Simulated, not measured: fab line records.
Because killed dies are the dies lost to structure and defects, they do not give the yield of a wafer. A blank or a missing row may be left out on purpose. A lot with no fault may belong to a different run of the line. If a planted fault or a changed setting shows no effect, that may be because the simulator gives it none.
Chamber matching -- flow n5Finfet -- 4 sister chambers for N5_BEOL_M11_DESCUM_33 on rieDiel-06
The step chemistry O2, time 7.9 s. 18 wafers are shown with their chamber, then 9 later ones without.

EACH WAFER AND ITS CHAMBER
wafer,chamber,showerheadPlenumPTorr (Torr),drypumpMotorCurrentA (A),throttleValvePct (%)
L074.1,1,2.07,5.32,20.60
L074.2,0,2.05,5.77,20.59
L074.5,1,2.07,5.28,20.61
L076.1,2,2.17,5.41,20.27
L076.2,1,2.07,5.32,20.61
L076.4,0,2.05,5.81,20.57
L075.1,1,2.06,5.30,20.61
L075.2,3,2.22,5.94,20.14
L075.3,0,2.05,5.78,20.58
L080.4,3,2.21,5.89,20.14
L080.5,3,2.21,5.90,20.14
L080.6,2,2.17,5.40,20.27
L090.3,2,2.16,5.44,20.30
L090.5,1,2.06,5.33,20.64
L090.6,0,2.04,5.78,20.24
L092.2,2,2.16,5.42,20.33
L092.4,1,2.06,5.27,20.65
L092.6,2,2.16,5.38,20.33

SIGNATURES (means of the wafers above)
reading,chamber 0,chamber 1,chamber 2,chamber 3,scatter within a chamber
showerheadPlenumPTorr,2.0475,2.0650,2.1640,2.2133,0.00542
drypumpMotorCurrentA,5.7850,5.3033,5.4100,5.9100,0.0227
throttleValvePct,20.4950,20.6200,20.3000,20.1400,0.0813
Rule: a wafer lies at a distance from a chamber equal to the root of the sum of squares, over the readings, of (its reading less the chamber's mean, divided by the reading's scatter). The wafer belongs to the nearest chamber; if the next one is less than 2 further off, it can't be placed. The scatter is the square root of a quotient: the sum, over the shown wafers, of each reading's squared deviation from its chamber's mean, divided by wafers minus chambers.

WAFERS WHOSE CHAMBER IS MISSING
wafer,showerheadPlenumPTorr (Torr),drypumpMotorCurrentA (A),throttleValvePct (%)
L094.1,2.06,5.29,20.26
L094.2,2.15,5.38,20.34
L094.6,2.20,5.86,20.18
L097.1,2.15,5.41,20.33
L097.2,2.20,5.89,20.18
L097.3,2.06,5.28,20.24
L096.1,2.15,5.41,20.35
L096.4,2.04,5.79,20.27
L096.6,2.04,5.78,20.26

WHICH CHAMBER EACH WENT THROUGH
wafer,from the rows above,in truth
L094.1,1,1
L094.2,2,2
L094.6,3,3
L097.1,2,2
L097.2,3,3
L097.3,1,1
L096.1,2,2
L096.4,0,0
L096.6,0,0
Correctly placed: 9 of 9. Left unplaced by these rows: 0. 0 placed wrongly.
